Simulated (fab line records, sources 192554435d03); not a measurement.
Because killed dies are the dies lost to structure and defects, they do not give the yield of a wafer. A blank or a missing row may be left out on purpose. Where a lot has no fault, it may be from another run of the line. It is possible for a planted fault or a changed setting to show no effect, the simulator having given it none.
fab line records	flow n5-finfet
record: lots: 8	wafers: 23	last-day: 16
route steps=1938 shown MOL_CONTACT_COAG@560 BEOL_M4@1111
lots with no fault: from the same line, run without faults
start-h: the number of hours between the record's first day and the start of the first shown wafer of the lot	wait-h: hours since the lot's step before	" the same as in the row above	L1.1+2: several wafers, shown together as one row	- value missing, or start not given	* or withheld: withheld	< > ~ a bound
route shown NAME@n: NAME is a module with steps in the file, n the number in the route of the first one	usual: mean and standard deviation over wafers with no fault	same: alike in all rows	chamber/n: place in a boat	sites: readings site by site	_std_site: standard deviation across them	_edge_site: mean of outer sites minus mean of inner sites	radius-mm: for every site, how far away it sits from the centre of the wafer	mask NAME#n: copy n	behind: the last tool/chamber to shape the wafer	hold: what put the lot on hold/how long, in hours/how the hold closed	device: names the non-switching transistor (n, p or np)	end of line: tests of these same wafers at the route's end	a step with no rows: only its recipe	killed: dies that structure and defects cost at the first sort, which is not the same as the wafer's yield	map: shows each die of a wafer: x if killed, . if not, _ if none is there
set.NAME: setting as actually run; set.NAME@STEP: the setting as run at that earlier step	model.NAME: the simulator's own value behind a step, which no gauge read
a sample of lots followed through the steps of the route, with each step as a table and each wafer as a row
services: a tool's chamber out of use, with start hour (start-h, from the record's first day; less than 0 if before it), hours out, and reason
== steps ==
step: N5_MOL_CONTACT_COAG_CMP_28
recipe: stop-on: SiNx	t-overpolish-s: 0.85	post-cmp-clean: alkaline-brush	down-force-psi: 4.15	platen-rpm: 51.8	pad-velocity-m-s: 1.0307	target-thk-nm: 14.522
usual: head-pressure-psi: 4.150/0.0088	motor-current-A: 12.3/1.3	platen-rpm: 51.80/0.035	retaining-ring-pressure-frac: 1.000/0.0053	slurry-flow-ml-min: 150.0/0.52	time-to-endpoint-s: 5.6/2.1
lot.wafer	tool	chamber	start-h	wait-h	head-pressure-psi	motor-current-A	platen-rpm	retaining-ring-pressure-frac	slurry-flow-ml-min	time-to-endpoint-s
L203.4	cmp-03	2	98.10	0.8	4.157	11.4	51.74	0.999	149.6	3.8
L203.3	"	3	"	"	4.136	14.8	51.75	0.997	150.4	5.7
L203.2	"	0	"	"	4.144	11.8	51.86	1.010	150.3	6.3
L204.4	cmp-01	1	108.95	0.9	4.157	13.4	51.82	0.995	150.4	7.1
L204.6	"	2	"	"	4.151	13.2	51.81	0.991	150.2	3.0
L204.5	"	3	"	"	4.149	10.3	51.80	0.991	149.5	3.4
L206.4	cmp-02	1	119.36	1.0	4.154	12.8	51.83	0.998	150.0	5.7
L206.6	"	3	"	"	4.142	11.1	51.81	1.009	150.3	8.0
L206.5	"	0	"	"	4.154	10.0	51.91	0.995	149.5	7.3
L208.2	cmp-03	3	136.98	0.8	4.152	15.2	51.76	1.005	149.1	8.9
L208.5	"	3	"	"	4.140	14.2	51.73	0.999	150.4	7.6
L208.6	"	0	"	"	4.131	12.0	51.85	0.998	150.2	6.4
L212.2	cmp-03	2	148.68	0.8	4.153	12.2	51.86	0.998	150.6	6.3
L212.3	"	3	"	"	4.149	14.5	51.80	1.006	150.2	5.7
L212.6	"	2	"	"	4.151	12.1	51.73	0.992	150.6	8.3
L213.4	cmp-02	2	158.25	0.8	4.151	11.2	51.76	0.999	149.6	0.5
L213.2	"	3	"	"	4.162	10.7	51.81	0.997	148.7	4.3
L213.3	"	1	"	"	4.151	12.2	51.81	1.009	150.2	4.3
L214.2	cmp-03	0	159.89	0.8	4.137	11.6	51.83	1.001	149.9	7.1
L214.3	"	1	"	"	4.140	12.2	51.78	0.993	149.3	4.7
L214.1	"	3	"	"	4.165	14.4	51.76	1.000	151.1	6.8
L219.4	cmp-03	3	193.99	0.9	4.149	14.0	51.83	0.989	149.0	6.4
L219.2	"	0	"	"	4.141	11.7	51.78	0.996	150.5	6.6
step: N5_MOL_CONTACT_COAG_DESCUM_88
recipe: chemistry: O2	time-s: 7	source-power-w: 50	bias-power-w: 20	pressure-mtorr: 20	rf-frequency-hz: 2.712e+07	temp-c: 40	resist: CAR-EUV	o2-flow-sccm: 225
usual: drypump-motor-current-A: 5.5/0.31	oes-product-au: 0.81/0.081	rf-vpp-V: 243.7/1.2	showerhead-plenum-p-Torr: 2.13/0.056	throttle-valve-pct: 20.41/0.17
lot.wafer	tool	chamber	start-h	wait-h	drypump-motor-current-A	oes-product-au	rf-hours-counter-h	rf-vpp-V	showerhead-plenum-p-Torr	throttle-valve-pct
L203.2	rie-diel-02	0	100.07	0.0	5.6	0.70	197	243.7	2.17	20.82
L203.3	"	3	"	"	5.1	0.76	145	243.9	2.17	20.26
L203.4	"	2	"	"	5.5	0.75	150	241.6	2.10	20.35
L204.4	rie-diel-01	3	111.15	0.0	5.7	0.93	15	243.1	2.05	20.21
L204.5	"	2	"	"	6.1	0.91	-	244.5	2.23	20.24
L204.6	"	1	"	"	5.9	0.69	-	245.1	2.15	20.41
L206.4	rie-diel-02	2	120.60	0.0	5.5	0.74	-	242.3	2.09	20.37
L206.5	"	3	"	"	5.1	0.75	-	244.2	2.17	20.28
L206.6	"	1	"	"	4.7	0.85	-	242.4	2.12	20.64
L208.2	rie-diel-04	0	138.73	0.5	5.8	0.72	207	242.9	2.08	20.59
L208.5	"	1	"	"	5.3	0.94	-	242.5	2.05	20.34
L208.6	"	2	"	"	5.4	0.88	-	242.8	2.13	20.45
L212.2	rie-diel-01	2	151.71	0.6	6.1	0.88	40	245.5	2.23	20.26
L212.3	"	0	"	"	5.3	0.87	53	246.6	2.21	20.16
L212.6	"	0	"	"	5.3	0.87	-	245.5	2.21	20.15
L213.2	rie-diel-01	1	159.54	0.0	5.9	0.70	212	245.1	2.15	20.41
L213.3	"	3	"	"	5.7	0.90	34	242.6	2.05	20.25
L213.4	"	0	"	"	5.3	0.87	56	246.3	2.21	20.16
L214.1	rie-diel-04	1	162.24	0.1	5.4	0.91	28	243.5	2.05	20.36
L214.2	"	2	"	"	5.4	0.86	62	244.0	2.13	20.47
L214.3	"	0	"	"	5.8	0.71	216	242.3	2.07	20.61
L219.2	rie-diel-01	3	195.49	0.3	5.7	0.86	48	242.2	2.04	20.30
L219.4	"	0	"	"	5.3	0.85	65	245.5	2.21	20.18
step: N5_MOL_CONTACT_COAG_ALD_131
recipe: material: SiO2	target-thk-a: 50	temp-c: 100	ald-precursor-family: BDEAS	ald-co-reactant: O2-plasma	pulse-time-s: 1	co-reactant-pulse-time-s: 1	purge-time-s: 2	co-reactant-purge-time-s: 2	ald-cycles: 35	pressure-torr: 2
usual: ald-cycles: 35/0	heater-power-outer-w: 43/4.1	heater-power-w: 79/6.2	precursor-pulse-height-rel: 0.999/0.021	susceptor-temp-C: 99.99/0.12
same: pulse-time-s: 1
lot.wafer	tool	chamber	start-h	wait-h	ald-cycles	heater-power-outer-w	heater-power-w	precursor-pulse-height-rel	susceptor-temp-C
L203.2	ald-sin-01	3	100.21	0.1	35	44	88	1.013	100.11
L203.3	"	1	"	"	35	49	86	1.024	99.88
L203.4	"	0	"	"	35	49	83	1.012	99.78
L204.4	ald-sin-03	2	111.36	0.1	35	44	82	1.003	99.77
L204.5	"	3	"	"	35	40	73	0.995	99.87
L204.6	"	1	"	"	35	43	75	1.062	99.89
L206.4	ald-sin-01	2	120.72	0.0	35	45	83	1.019	100.06
L206.5	"	1	"	"	35	50	87	0.984	100.15
L206.6	"	2	"	"	35	45	85	0.989	100.13
L208.2	ald-sin-03	0	138.86	0.1	35	38	74	0.997	99.96
L208.5	"	1	"	"	35	44	75	0.976	100.09
L208.6	"	3	"	"	35	39	74	1.027	99.97
L212.2	ald-sin-01	0	151.84	0.1	35	49	86	1.005	100.12
L212.3	"	1	"	"	35	49	87	1.022	99.95
L212.6	"	2	"	"	35	45	83	1.020	99.97
L213.2	ald-sin-03	1	160.07	0.4	35	43	75	0.995	99.94
L213.3	"	0	"	"	35	38	72	0.987	100.07
L213.4	"	3	"	"	35	39	74	0.990	100.09
L214.1	ald-sin-01	1	162.41	0.1	35	50	87	0.997	100.07
L214.2	"	2	"	"	35	46	82	1.013	99.85
L214.3	"	3	"	"	35	46	85	0.980	99.94
L219.2	ald-sin-03	1	195.62	0.1	35	44	76	0.948	100.07
L219.4	"	0	"	"	33	38	71	1.022	-
step: N5_MOL_CONTACT_COAG_VIA_ETCH_46
recipe: chemistry: C4F6/O2	target-depth-a: 460	overetch-a: 92	mask-material: SOC	target: SiO2	bias-w: 455	pressure-mtorr: 10	time-s: 40	source-w: 325	Ar_flow_sccm: 300	C4F6_flow_sccm: 10	O2_flow_sccm: 10	ion-energy-ev: 575.3	ends: end-point
usual: C4F6_flow_sccm: 10.00/0.032	bias-w: 454.8/1.3	drypump-motor-current-A: 5.5/0.31	mfc-ar-sccm: 300.1/0.84	oes_o_777_au: 0.81/0.077	oes-product-au: 0.72/0.069	rf-vpp-V: 1586/22	showerhead-plenum-p-Torr: 2.88/0.071	throttle-valve-pct: 40.85/0.14
lot.wafer	tool	chamber	start-h	wait-h	C4F6_flow_sccm	bias-w	drypump-motor-current-A	mfc-ar-sccm	oes_o_777_au	oes-product-au	rf-hours-counter-h	rf-vpp-V	showerhead-plenum-p-Torr	throttle-valve-pct
L203.2	rie-diel-04	0	100.54	0.0	10.04	455.5	5.8	299.5	0.74	0.64	193	1575	2.81	40.77
L203.3	"	2	"	"	9.98	453.8	5.4	299.5	0.91	0.80	39	1560	2.90	40.87
L203.4	"	1	"	"	10.00	456.3	5.4	300.6	0.96	0.85	5	1560	2.79	40.92
L204.4	rie-diel-04	3	111.62	0.0	10.00	453.9	5.6	299.7	0.90	0.79	30	1578	2.90	40.83
L204.5	"	0	"	"	9.97	455.2	5.8	300.1	0.73	0.64	-	1576	2.81	40.77
L204.6	"	3	"	"	10.03	454.6	5.6	300.5	0.90	0.79	-	1577	2.90	40.84
L206.4	rie-diel-02	2	121.34	0.0	10.05	455.3	5.5	300.2	0.74	0.68	159	1617	2.83	40.87
L206.5	"	2	"	"	9.98	455.4	5.5	300.6	0.74	0.67	-	1617	2.83	40.87
L206.6	"	1	"	"	10.05	453.2	4.7	300.9	0.83	0.75	-	1589	2.88	41.07
L208.2	rie-diel-02	2	139.25	0.0	10.00	456.3	5.5	299.6	0.73	0.66	167	1617	2.83	40.86
L208.5	"	3	"	"	9.99	453.2	5.1	299.6	0.75	0.67	-	1597	2.95	40.62
L208.6	"	0	"	"	10.00	457.0	5.7	302.5	0.73	0.63	-	1590	2.92	41.03
L212.2	rie-diel-01	2	152.19	0.0	9.94	454.6	6.1	299.2	0.89	0.79	40	1612	3.00	40.92
L212.3	"	0	"	"	10.01	454.7	5.3	299.3	0.86	0.78	54	1631	3.00	40.78
L212.6	"	3	"	"	10.02	456.6	5.7	299.7	0.91	0.80	-	1571	2.78	40.56
L213.2	rie-diel-04	0	160.43	0.0	10.06	456.3	5.7	299.8	0.71	0.64	215	1574	2.80	40.81
L213.3	"	1	"	"	9.96	456.5	5.4	299.1	0.89	0.80	28	1559	2.78	40.93
L213.4	"	2	"	"	10.02	455.7	5.4	300.6	0.88	0.76	62	1561	2.89	40.88
L214.1	rie-diel-02	1	162.75	0.0	9.95	456.5	4.7	301.0	0.82	0.73	89	1588	2.87	41.09
L214.2	"	0	"	"	9.96	453.6	5.6	298.0	0.72	0.62	216	1590	2.91	41.06
L214.3	"	2	"	"	9.98	453.9	5.5	299.1	0.73	0.65	175	1616	2.83	40.87
L219.2	rie-diel-04	3	195.98	0.0	10.00	454.4	5.6	301.0	0.85	0.75	56	1575	2.88	40.85
L219.4	"	2	"	"	9.95	456.8	5.4	299.2	0.86	0.76	72	1560	2.88	40.91
step: N5_BEOL_M4_RC_MEAS_101
usual: DIBL_N: 36.2/1.2	DIBL_P: 36.3/1.3	IOFF_N: 0.155/0.019	IOFF_P: 0.210/0.029	ION_N: 677/8.6	ION_P: 465/6.8	SS_N: 71.4/0.48	SS_P: 73.2/0.53	VT_N: 249.9/2.4	VT_P: -250/3.2
lot.wafer	tool	chamber	start-h	wait-h	DIBL_N[mV/V]	DIBL_P[mV/V]	IOFF_N[nA/um]	IOFF_P[nA/um]	ION_N[uA/um]	ION_P[uA/um]	SS_N[mV/dec]	SS_P[mV/dec]	VT_N[mV]	VT_P[mV]
L203.2	prober-02	0	158.43	0.2	36.5	36.8	0.157	0.199	672	464	71.7	72.9	250.5	-252
L203.3	"	0	"	"	36.3	36.4	0.153	0.198	673	459	71.1	73.6	251.6	-250
L203.4	"	0	"	"	37.5	37.9	0.178	0.220	685	469	71.9	72.6	249.3	-250
L204.4	prober-01	0	176.70	0.5	35.3	36.5	0.138	0.190	682	470	70.8	73.2	250.0	-251
L204.5	"	0	"	"	36.7	38.1	0.162	0.215	675	464	72.0	73.5	250.2	-249
L204.6	"	0	"	"	34.3	35.1	0.116	0.163	674	460	70.3	72.9	257.5	-254
L206.4	prober-01	0	188.14	0.5	34.5	35.1	0.138	0.196	682	470	70.4	73.4	250.0	-249
L206.5	"	0	"	"	34.6	34.9	0.140	0.194	670	465	70.7	72.7	251.1	-251
L206.6	"	0	"	"	34.0	34.1	0.121	0.177	664	456	70.3	72.9	253.0	-254
L208.2	prober-02	0	206.36	0.2	37.6	37.0	0.164	0.198	679	458	71.6	73.7	248.7	-252
L208.5	"	0	"	"	37.2	36.6	0.149	0.181	673	457	71.4	74.1	252.1	-253
L208.6	"	0	"	"	36.1	35.7	0.144	0.183	674	465	71.0	73.3	251.6	-251
L212.2	prober-01	0	224.86	0.2	37.3	38.1	0.192	0.255	688	467	71.8	74.0	248.3	-245
L212.3	"	0	"	"	35.2	36.1	0.156	0.230	674	461	71.5	73.6	248.8	-245
L212.6	"	0	"	"	35.7	36.5	0.164	0.228	676	467	71.1	72.9	248.3	-249
L213.2	prober-01	0	245.08	0.2	34.4	33.4	0.117	0.192	669	470	70.6	72.5	253.2	-245
L213.3	"	0	"	"	36.1	36.1	0.154	0.227	680	474	71.4	73.4	250.9	-247
L213.4	"	0	"	"	37.6	37.4	0.181	0.253	684	470	71.6	74.0	246.6	-247
L214.1	prober-01	0	253.57	0.0	35.5	35.8	0.165	0.222	687	467	71.0	73.1	245.4	-249
L214.2	"	0	"	"	37.7	37.8	0.204	0.267	678	470	71.8	73.8	246.3	-248
L214.3	"	0	"	"	35.9	35.3	0.152	0.218	678	469	71.9	73.3	252.4	-250
L219.2	prober-01	0	280.87	0.2	34.9	35.2	0.129	0.162	666	449	71.6	72.5	256.9	-258
L219.4	"	0	"	"	35.7	36.4	0.152	0.187	672	453	72.4	73.1	251.7	-254
== services ==
tool	chamber	start-h	hours	kind
cmp-01	-	80.99	1.0	repair
rie-diel-04	-	89.16	0.4	repair
cmp-03	-	91.12	5.3	pm
ald-sin-01	-	93.32	1.1	repair
ald-sin-03	-	100.64	0.4	repair
rie-diel-02	0	113.52	7.3	repair
cmp-01	-	118.38	4.0	pm
cmp-01	-	122.38	-	consumable-replace:conditioner
cmp-01	-	122.38	-	consumable-replace:pad
cmp-02	-	129.15	2.0	repair
rie-diel-01	1	136.85	10.3	repair
rie-diel-02	1	137.28	9.5	repair
rie-diel-04	3	144.66	14.2	repair
rie-diel-02	-	159.50	1.4	repair
ald-sin-01	-	177.28	1.1	repair
rie-diel-01	0	183.85	7.7	repair
cmp-02	-	184.37	4.0	pm
cmp-03	-	186.39	4.2	pm
cmp-02	-	188.37	-	consumable-replace:conditioner
cmp-02	-	188.37	-	consumable-replace:pad
cmp-01	-	191.57	0.8	repair
rie-diel-02	3	195.74	3.8	repair
== key ==
first-sign: step: N5_MOL_CONTACT_COAG_ALD_131	reading: ald-cycles	direction: down	sigmas: 99+	usual: *	struck: *
effect none on later readings
met-at N5_MOL_CONTACT_COAG_ALD_131
struck-lots L219
struck-wafers L219.4
not-acting-at N5_MOL_CONTACT_COAG_CMP_28,N5_MOL_CONTACT_COAG_DESCUM_88,N5_MOL_CONTACT_COAG_VIA_ETCH_46
onset-between 160.07 195.62
fault: kind: process-parameter-drift	tool: ald-sin-03	chamber: -	onset-h: 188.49	steps: N5_MOL_CONTACT_COAG_ALD_131	channel: ald-cycles	offset: *	shape: step	end-h: 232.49	scope: struck-wafers-only	acts-in: *	stated: *
